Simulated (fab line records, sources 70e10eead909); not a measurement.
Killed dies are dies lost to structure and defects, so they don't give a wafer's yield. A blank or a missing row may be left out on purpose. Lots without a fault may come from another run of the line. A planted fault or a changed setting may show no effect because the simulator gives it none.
Which tool did it? | flow nand_harc | 22 lots, 66 wafers sampled, at 6 steps of a route of 1302

WHAT THE GAUGES READ, wafer by wafer
The record holds no reading of a measuring or inspecting step that can be judged against a usual standard deviation.

WHICH TOOL RAN EACH LOT (tool, then ch and the chambers of the sampled wafers, then the start)
lot  | NHARC_A_CONTACT_ETCH_51                       | NHARC_A_CONTACT_ETCH_115             | NHARC_A_CONTACT_ETCH_120             | NHARC_A_CONTACT_ETCH_90            | NHARC_A_CONTACT_ETCH_75            | NHARC_A_CONTACT_STRIP_82
L074 | rie_diel-12 ch 0,3, day 21 00:10 or earlier   | har_cap_etch-01 ch 0,1, day 21 00:10 | har_cap_etch-01 ch 0,1, day 21 01:01 | rie_diel-08 ch 0,1,2, day 21 02:31 | rie_diel-08 ch 0,3, day 21 11:47   | rie_diel-12 ch 2,3, no start
L075 | rie_diel-12 ch 1,2, day 21 22:34 or earlier   | har_cap_etch-02 ch 0,1, day 21 22:34 | har_cap_etch-02 ch 0,1, day 21 23:25 | rie_diel-08 ch 0,1,2, day 22 00:55 | rie_diel-12 ch 2,3, day 22 06:23   | rie_diel-09 ch 1,2,3, no start
L076 | rie_diel-12 ch 1,2, day 22 16:19 or earlier   | har_cap_etch-01 ch 0,1, day 22 16:19 | har_cap_etch-01 ch 0,1, day 22 17:10 | rie_diel-12 ch 0,2,3, day 22 18:40 | rie_diel-09 ch 0,3, day 23 00:10   | rie_diel-09 ch 0,1,3, no start
L077 | rie_diel-12 ch 0,2,3, day 22 22:18 or earlier | har_cap_etch-03 ch 0,1, day 22 22:18 | har_cap_etch-03 ch 0,1, day 22 23:09 | rie_diel-08 ch 0,3, day 23 00:40   | rie_diel-12 ch 0,1,2, day 23 07:14 | rie_diel-12 ch 1,3, no start
L078 | rie_diel-08 ch 1,2,3, day 22 23:04 or earlier | har_cap_etch-02 ch 0,1, day 22 23:04 | har_cap_etch-02 ch 0,1, day 22 23:55 | rie_diel-08 ch 0,1,3, day 23 01:24 | rie_diel-12 ch 1,2,3, day 23 08:47 | rie_diel-12 ch 0,1,3, no start
L080 | rie_diel-12 ch 0,1,3, day 24 00:03            | har_cap_etch-01 ch 0,1, day 24 01:38 | har_cap_etch-01 ch 0,1, day 24 02:29 | rie_diel-12 ch 0,1,2, day 24 03:58 | rie_diel-12 ch 1,2, day 24 16:55   | rie_diel-12 ch 0,3, no start
L081 | rie_diel-09 ch 0,3, day 24 06:44 or earlier   | har_cap_etch-02 ch 0,1, day 24 06:44 | har_cap_etch-02 ch 0,1, day 24 07:35 | rie_diel-12 ch 2,3, day 24 09:02   | rie_diel-09 ch 0,1,3, day 24 17:32 | rie_diel-09 ch 1,2, no start
L082 | rie_diel-12 ch 0,2,3, day 24 23:57 or earlier | har_cap_etch-01 ch 0,1, day 24 23:57 | har_cap_etch-01 ch 0,1, day 25 00:48 | rie_diel-12 ch 0,1,2, day 25 02:31 | rie_diel-12 ch 0,2,3, day 25 09:46 | rie_diel-12 ch 1,2,3, no start
L083 | rie_diel-12 ch 1,2,3, day 25 06:25 or earlier | har_cap_etch-01 ch 0, day 25 06:25   | har_cap_etch-01 ch 0, day 25 07:16   | rie_diel-12 ch 0,2,3, day 25 08:45 | rie_diel-09 ch 1,3, day 25 14:12   | rie_diel-08 ch 0,2,3, no start
L085 | rie_diel-12 ch 1,3, day 25 21:19 or earlier   | har_cap_etch-02 ch 0,1, day 25 21:19 | har_cap_etch-02 ch 0,1, day 25 22:10 | rie_diel-08 ch 1,3, day 25 23:40   | rie_diel-12 ch 0,1,2, day 26 05:53 | rie_diel-12 ch 1,2, no start
L084 | rie_diel-08 ch 1,2, day 26 00:02 or earlier   | har_cap_etch-03 ch 0,1, day 26 00:02 | har_cap_etch-03 ch 0,1, day 26 00:54 | rie_diel-08 ch 2,3, day 26 02:21   | rie_diel-12 ch 0,3, day 26 07:41   | rie_diel-08 ch 0,1, no start
L086 | rie_diel-12 ch 0,1,2, day 26 06:28 or earlier | har_cap_etch-02 ch 0,1, day 26 06:28 | har_cap_etch-02 ch 0,1, day 26 07:19 | rie_diel-12 ch 2,3, day 26 08:58   | rie_diel-12 ch 0,2, day 26 14:22   | rie_diel-12 ch 0,2, no start
L087 | rie_diel-08 ch 0,1,3, day 26 20:40 or earlier | har_cap_etch-01 ch 0,1, day 26 20:40 | har_cap_etch-01 ch 0,1, day 26 21:32 | rie_diel-08 ch 1,2,3, day 26 23:04 | rie_diel-12 ch 0,2,3, day 27 08:31 | rie_diel-09 ch 0,1,3, no start
L088 | rie_diel-12 ch 0,3, day 26 22:19 or earlier   | har_cap_etch-03 ch 0,1, day 26 22:19 | har_cap_etch-03 ch 0,1, day 26 23:10 | rie_diel-09 ch 2,3, day 27 00:40   | rie_diel-08 ch 1,2, day 27 08:55   | rie_diel-09 ch 0,2,3, no start
L090 | rie_diel-12 ch 0,1, day 27 16:08 or earlier   | har_cap_etch-02 ch 0,1, day 27 16:08 | har_cap_etch-02 ch 0,1, day 27 16:59 | rie_diel-12 ch 0,1, day 27 18:28   | rie_diel-12 ch 0,3, day 27 23:55   | rie_diel-12 ch 1,2, no start
L089 | rie_diel-12 ch 1,3, day 27 19:12 or earlier   | har_cap_etch-03 ch 1, day 27 19:12   | har_cap_etch-03 ch 1, day 27 20:04   | rie_diel-12 ch 0,3, day 27 21:31   | rie_diel-12 ch 1,2, day 28 04:53   | rie_diel-12 ch 0,1,3, no start
L092 | rie_diel-12 ch 1,3, day 28 20:43 or earlier   | har_cap_etch-01 ch 1, day 28 20:43   | har_cap_etch-01 ch 1, day 28 21:35   | rie_diel-12 ch 0,1, day 28 23:05   | rie_diel-08 ch 1,2, day 29 05:31   | rie_diel-12 ch 0,3, no start
L091 | rie_diel-12 ch 0,2, day 29 06:10 or earlier   | har_cap_etch-02 ch 0,1, day 29 06:10 | har_cap_etch-02 ch 0,1, day 29 07:02 | rie_diel-08 ch 0,1,2, day 29 08:32 | rie_diel-08 ch 0,1, day 29 13:52   | rie_diel-12 ch 0,1, no start
L094 | rie_diel-09 ch 0,1,3, day 29 20:16 or earlier | har_cap_etch-03 ch 0,1, day 29 20:16 | har_cap_etch-03 ch 0,1, day 29 21:07 | rie_diel-12 ch 0,3, day 29 22:36   | rie_diel-08 ch 1,2,3, day 30 03:59 | rie_diel-09 ch 0,1,2, no start
L093 | rie_diel-12 ch 0,1,2, day 29 21:05 or earlier | har_cap_etch-01 ch 0,1, day 29 21:05 | har_cap_etch-01 ch 0,1, day 29 21:56 | rie_diel-12 ch 0,1, day 29 23:21   | rie_diel-12 ch 0,1,2, day 30 07:20 | rie_diel-09 ch 1,2, no start
L095 | rie_diel-12 ch 0,1,3, day 30 13:46 or earlier | har_cap_etch-02 ch 0,1, day 30 13:46 | har_cap_etch-02 ch 0,1, day 30 14:37 | rie_diel-09 ch 0,1,2, day 30 16:05 | rie_diel-08 ch 1,3, day 30 21:23   | rie_diel-09 ch 0,2,3, no start
L096 | rie_diel-12 ch 0,2,3, day 31 03:07 or earlier | har_cap_etch-02 ch 1, day 31 03:07   | har_cap_etch-02 ch 1, day 31 03:58   | rie_diel-12 ch 0,1, day 31 05:28   | rie_diel-12 ch 0,2,3, day 31 12:37 | rie_diel-08 ch 2,3, no start
- NHARC_A_CONTACT_ETCH_51: etches the open film in O2/COS, target depth 7000 nm, time 1820 s.
- NHARC_A_CONTACT_ETCH_115: etches the open film in C4F8/O2/Ar, time 190 s, target depth 1850 nm.
- NHARC_A_CONTACT_ETCH_120: etches the open film in C4F8/O2/Ar, time 190 s, target depth 1850 nm.
- NHARC_A_CONTACT_ETCH_90: etches the open film in CH3F/O2, target depth 40 nm, time 85.7 s.
- NHARC_A_CONTACT_ETCH_75: etches the open film in CF4, target depth 39 nm, time 65 s.
- NHARC_A_CONTACT_STRIP_82: strips in O2.

WHAT THE TOOLS THEMSELVES READ (means of the sampled wafers that have a number; where no wafer has one, the mark that the record gives instead)
NHARC_A_CONTACT_ETCH_51. Usual: drypump_motor_current_A 6.2 A, standard deviation 0.48; oes_product_au 1.001 a.u., standard deviation 0.011; rf_fwd_power_W 499.6 W, standard deviation 1.3; rf_vpp_V 313.5 V, standard deviation 1.8; showerhead_plenum_p_Torr 3.08 Torr, standard deviation 0.11; throttle_valve_pct 28.330 %, standard deviation 0.0095.
lot  | tool        | drypump_motor_current_A (A) | oes_product_au (a.u.) | rf_fwd_power_W (W) | rf_vpp_V (V) | showerhead_plenum_p_Torr (Torr) | throttle_valve_pct (%) | flag
L074 | rie_diel-12 | 6.4                         | 0.995                 | 500.6              | 312.8        | 3.06                            | 28.326                 |
L075 | rie_diel-12 | 5.9                         | 0.997                 | 499.7              | 314.3        | 3.09                            | 28.334                 |
L076 | rie_diel-12 | 6.0                         | 1.012                 | 500.3              | 314.1        | 3.09                            | 28.320                 |
L077 | rie_diel-12 | 6.0                         | 1.009                 | 499.4              | 313.1        | 3.07                            | 28.330                 |
L078 | rie_diel-08 | 6.2                         | 0.994                 | 498.5              | 315.5        | 3.22                            | 28.329                 |
L080 | rie_diel-12 | 6.4                         | 1.005                 | 499.2              | 312.6        | 3.01                            | 28.330                 |
L081 | rie_diel-09 | 6.1                         | 1.011                 | 498.2              | 314.3        | 3.13                            | 28.332                 |
L082 | rie_diel-12 | 6.0                         | 1.011                 | 499.3              | 313.7        | 3.07                            | 28.330                 |
L083 | rie_diel-12 | 6.0                         | 1.012                 | 499.4              | 312.5        | 3.03                            | 28.324                 |
L085 | rie_diel-12 | 6.4                         | 1.002                 | 499.7              | 312.2        | 2.97                            | 28.329                 |
L084 | rie_diel-08 | 6.0                         | 1.010                 | 498.9              | 317.4        | 3.32                            | 28.318                 |
L086 | rie_diel-12 | 6.3                         | 1.000                 | 500.1              | 313.7        | 3.06                            | 28.334                 |
L087 | rie_diel-08 | 6.2                         | 1.004                 | 500.0              | 314.7        | 3.13                            | 28.331                 |
L088 | rie_diel-12 | 6.1                         | 1.008                 | 499.4              | 312.7        | 3.01                            | 28.329                 |
L090 | rie_diel-12 | 6.7                         | 0.994                 | 500.8              | 311.2        | 3.00                            | 28.327                 |
L089 | rie_diel-12 | 6.4                         | 0.987                 | 499.5              | 312.3        | 2.97                            | 28.319                 |
L092 | rie_diel-12 | 6.5                         | 0.996                 | 499.1              | 312.0        | 2.96                            | 28.327                 |
L091 | rie_diel-12 | 5.9                         | 0.995                 | 500.4              | 314.4        | 3.11                            | 28.323                 |
L094 | rie_diel-09 | 6.0                         | 1.002                 | 500.0              | 314.1        | 3.12                            | 28.327                 |
L093 | rie_diel-12 | 6.3                         | 0.994                 | 499.3              | 313.6        | 3.05                            | 28.335                 |
L095 | rie_diel-12 | 6.4                         | 0.990                 | 500.7              | 313.2        | 3.00                            | 28.326                 |
L096 | rie_diel-12 | 6.0                         | 0.999                 | 500.2              | 312.8        | 3.06                            | 28.334                 |

NHARC_A_CONTACT_ETCH_90. Usual: drypump_motor_current_A 6.2 A, standard deviation 0.42; oes_product_au 0.95 a.u., standard deviation 0.033; rf_fwd_power_W 496.5 W, standard deviation 2.4; rf_vpp_V 244.1 V, standard deviation 1.7; showerhead_plenum_p_Torr 2.45 Torr, standard deviation 0.11; throttle_valve_pct 20.663 %, standard deviation 0.008.
lot  | tool        | drypump_motor_current_A (A) | oes_product_au (a.u.) | rf_fwd_power_W (W) | rf_vpp_V (V) | showerhead_plenum_p_Torr (Torr) | throttle_valve_pct (%) | flag
L074 | rie_diel-08 | 6.2                         | 0.93                  | 495.7              | 245.5        | 2.58                            | 20.663                 |
L075 | rie_diel-08 | 6.2                         | 0.93                  | 494.9              | 246.6        | 2.57                            | 20.666                 |
L076 | rie_diel-12 | 6.0                         | 0.93                  | 495.5              | 243.4        | 2.42                            | 20.661                 |
L077 | rie_diel-08 | 6.4                         | 0.92                  | 497.2              | 243.4        | 2.39                            | 20.664                 |
L078 | rie_diel-08 | 6.2                         | 0.93                  | 496.4              | 244.1        | 2.47                            | 20.661                 |
L080 | rie_diel-12 | 6.3                         | 0.93                  | 497.6              | 243.0        | 2.41                            | 20.661                 |
L081 | rie_diel-12 | 5.7                         | 1.01                  | 498.9              | 242.9        | 2.39                            | 20.664                 |
L082 | rie_diel-12 | 6.3                         | 0.93                  | 495.5              | 243.5        | 2.41                            | 20.671                 |
L083 | rie_diel-12 | 6.0                         | 0.93                  | 495.7              | 243.8        | 2.41                            | 20.667                 |
L085 | rie_diel-08 | 6.0                         | 1.01                  | 497.9              | 245.2        | 2.52                            | 20.653                 |
L084 | rie_diel-08 | 6.3                         | 0.94                  | 496.7              | 245.0        | 2.53                            | 20.662                 |
L086 | rie_diel-12 | 5.7                         | 0.97                  | 498.0              | 243.6        | 2.38                            | 20.668                 |
L087 | rie_diel-08 | 6.2                         | 0.94                  | 498.2              | 245.7        | 2.52                            | 20.663                 |
L088 | rie_diel-09 | 6.1                         | 0.93                  | 494.0              | 244.2        | 2.46                            | 20.658                 |
L090 | rie_diel-12 | 6.7                         | 0.92                  | 496.0              | 243.7        | 2.36                            | 20.657                 |
L089 | rie_diel-12 | 6.1                         | 0.92                  | 498.4              | 243.2        | 2.37                            | 20.658                 |
L092 | rie_diel-12 | 6.7                         | 0.94                  | 495.1              | 243.1        | 2.36                            | 20.660                 |
L091 | rie_diel-08 | 6.2                         | 0.93                  | 497.4              | 245.5        | 2.55                            | 20.663                 |
L094 | rie_diel-12 | 6.1                         | 1.00                  | 496.1              | 244.2        | 2.37                            | 20.667                 |
L093 | rie_diel-12 | 6.7                         | 0.92                  | 496.8              | 242.2        | 2.36                            | 20.670                 |
L095 | rie_diel-09 | 6.1                         | 0.98                  | 495.3              | 243.6        | 2.39                            | 20.660                 |
L096 | rie_diel-12 | 6.7                         | 0.94                  | 495.1              | 242.3        | 2.36                            | 20.661                 |

NHARC_A_CONTACT_ETCH_75. Usual: drypump_motor_current_A 6.2 A, standard deviation 0.43; oes_product_au 1.002 a.u., standard deviation 0.011; rf_fwd_power_W 297.3 W, standard deviation 1.4; rf_vpp_V 151.1 V, standard deviation 1.3; showerhead_plenum_p_Torr 1.75 Torr, standard deviation 0.07; throttle_valve_pct 13.283 %, standard deviation 0.0088.
lot  | tool        | drypump_motor_current_A (A) | oes_product_au (a.u.) | rf_fwd_power_W (W) | rf_vpp_V (V) | showerhead_plenum_p_Torr (Torr) | throttle_valve_pct (%) | flag
L074 | rie_diel-08 | 6.3                         | 0.999                 | 298.0              | 150.4        | 1.72                            | 13.281                 |
L075 | rie_diel-12 | 5.6                         | 1.011                 | 297.6              | 151.7        | 1.75                            | 13.284                 |
L076 | rie_diel-09 | 6.3                         | 0.997                 | 297.1              | 151.1        | 1.72                            | 13.280                 |
L077 | rie_diel-12 | 6.3                         | 1.009                 | 296.9              | 151.4        | 1.74                            | 13.280                 |
L078 | rie_diel-12 | 6.0                         | 1.010                 | 297.8              | 151.0        | 1.72                            | 13.287                 |
L080 | rie_diel-12 | 6.3                         | 1.006                 | 297.1              | 150.8        | 1.72                            | 13.291                 |
L081 | rie_diel-09 | 6.0                         | 0.999                 | 296.4              | 152.1        | 1.78                            | 13.288                 |
L082 | rie_diel-12 | 6.0                         | 1.010                 | 297.1              | 151.2        | 1.74                            | 13.287                 |
L083 | rie_diel-09 | 5.8                         | 0.999                 | 296.6              | 151.9        | 1.83                            | 13.277                 |
L085 | rie_diel-12 | 6.3                         | 1.005                 | 296.4              | 151.8        | 1.73                            | 13.278                 |
L084 | rie_diel-12 | 6.4                         | 0.998                 | 297.5              | 151.4        | 1.72                            | 13.283                 |
L086 | rie_diel-12 | 6.2                         | 0.998                 | 297.6              | 150.0        | 1.75                            | 13.288                 |
L087 | rie_diel-12 | 6.0                         | 0.991                 | 298.5              | 149.2        | 1.73                            | 13.290                 |
L088 | rie_diel-08 | 6.2                         | 1.003                 | 297.5              | 152.2        | 1.88                            | 13.282                 |
L090 | rie_diel-12 | 6.4                         | 0.987                 | 297.3              | 150.0        | 1.72                            | 13.293                 |
L089 | rie_diel-12 | 6.3                         | 0.992                 | 297.4              | 150.8        | 1.71                            | 13.278                 |
L092 | rie_diel-08 | 6.2                         | 1.007                 | 298.5              | 151.7        | 1.87                            | 13.290                 |
L091 | rie_diel-08 | 6.2                         | 0.994                 | 296.0              | 151.7        | 1.79                            | 13.284                 |
L094 | rie_diel-08 | 6.2                         | 1.007                 | 298.0              | 151.2        | 1.81                            | 13.278                 |
L093 | rie_diel-12 | 6.3                         | 0.995                 | 296.1              | 150.7        | 1.73                            | 13.279                 |
L095 | rie_diel-08 | 6.0                         | 1.018                 | 297.9              | 151.5        | 1.80                            | 13.282                 |
L096 | rie_diel-12 | 6.0                         | 0.998                 | 297.5              | 151.3        | 1.73                            | 13.279                 |

NHARC_A_CONTACT_STRIP_82. Usual: drypump_motor_current_A 6.1 A, standard deviation 0.42; oes_product_au 1.002 a.u., standard deviation 0.0095; rf_vpp_V 57.7 V, standard deviation 0.89; showerhead_plenum_p_Torr 3.48 Torr, standard deviation 0.14; throttle_valve_pct 17.035 %, standard deviation 0.0098.
lot  | tool        | drypump_motor_current_A (A) | oes_product_au (a.u.) | rf_vpp_V (V) | showerhead_plenum_p_Torr (Torr) | throttle_valve_pct (%) | flag
L074 | rie_diel-12 | 5.7                         | 1.014                 | 58.3         | 3.44                            | 17.034                 |
L075 | rie_diel-09 | 5.9                         | 0.993                 | 57.6         | 3.57                            | 17.041                 |
L076 | rie_diel-09 | 6.0                         | 1.007                 | 58.5         | 3.56                            | 17.038                 |
L077 | rie_diel-12 | 6.4                         | 1.003                 | 57.9         | 3.36                            | 17.040                 |
L078 | rie_diel-12 | 6.4                         | 1.004                 | 57.8         | 3.40                            | 17.043                 |
L080 | rie_diel-12 | 6.4                         | 1.007                 | 58.0         | 3.44                            | 17.035                 |
L081 | rie_diel-09 | 5.8                         | 1.004                 | 57.9         | 3.58                            | 17.040                 |
L082 | rie_diel-12 | 6.1                         | 1.011                 | 57.2         | 3.42                            | 17.045                 |
L083 | rie_diel-08 | 6.3                         | 1.005                 | 57.9         | 3.55                            | 17.035                 |
L085 | rie_diel-12 | 5.9                         | 1.009                 | 57.7         | 3.48                            | 17.040                 |
L084 | rie_diel-08 | 6.2                         | 1.004                 | 57.4         | 3.59                            | 17.033                 |
L086 | rie_diel-12 | 5.9                         | 0.998                 | 58.1         | 3.52                            | 17.034                 |
L087 | rie_diel-09 | 6.0                         | 0.986                 | 58.3         | 3.54                            | 17.043                 |
L088 | rie_diel-09 | 6.2                         | 0.998                 | 57.0         | 3.42                            | 17.029                 |
L090 | rie_diel-12 | 5.9                         | 1.002                 | 57.7         | 3.48                            | 17.036                 |
L089 | rie_diel-12 | 6.4                         | 0.990                 | 56.9         | 3.39                            | 17.035                 |
L092 | rie_diel-12 | 6.4                         | 0.994                 | 57.9         | 3.43                            | 17.035                 |
L091 | rie_diel-12 | 6.7                         | 0.990                 | 57.1         | 3.39                            | 17.022                 |
L094 | rie_diel-09 | 6.1                         | 1.005                 | 57.2         | 3.43                            | 17.038                 |
L093 | rie_diel-09 | 5.8                         | 1.001                 | 57.6         | 3.56                            | 17.036                 |
L095 | rie_diel-09 | 6.2                         | 1.002                 | 58.7         | 3.41                            | 17.029                 |
L096 | rie_diel-08 | 6.3                         | 1.006                 | 56.9         | 3.47                            | 17.028                 |

THE ANSWER, worked out from the rows above alone
Rule: a lot is off if the mean of its wafers that have a number lies more than 3 standard deviations from the usual mean. A lot without any number at a reading at which 4 lots or more have one is off too. The other lots that the step has rows for count as sound. The gauges are gone through in route order, then the tools' own readings, and for those a lot's mean is taken as printed above. The first step at which some lot is off is used, and at that step the reading that is off furthest; a lot without a number counts as furthest.
No lot is off at any reading shown: from this, nothing can be told.

WHAT THE SIMULATOR HAD PUT IN
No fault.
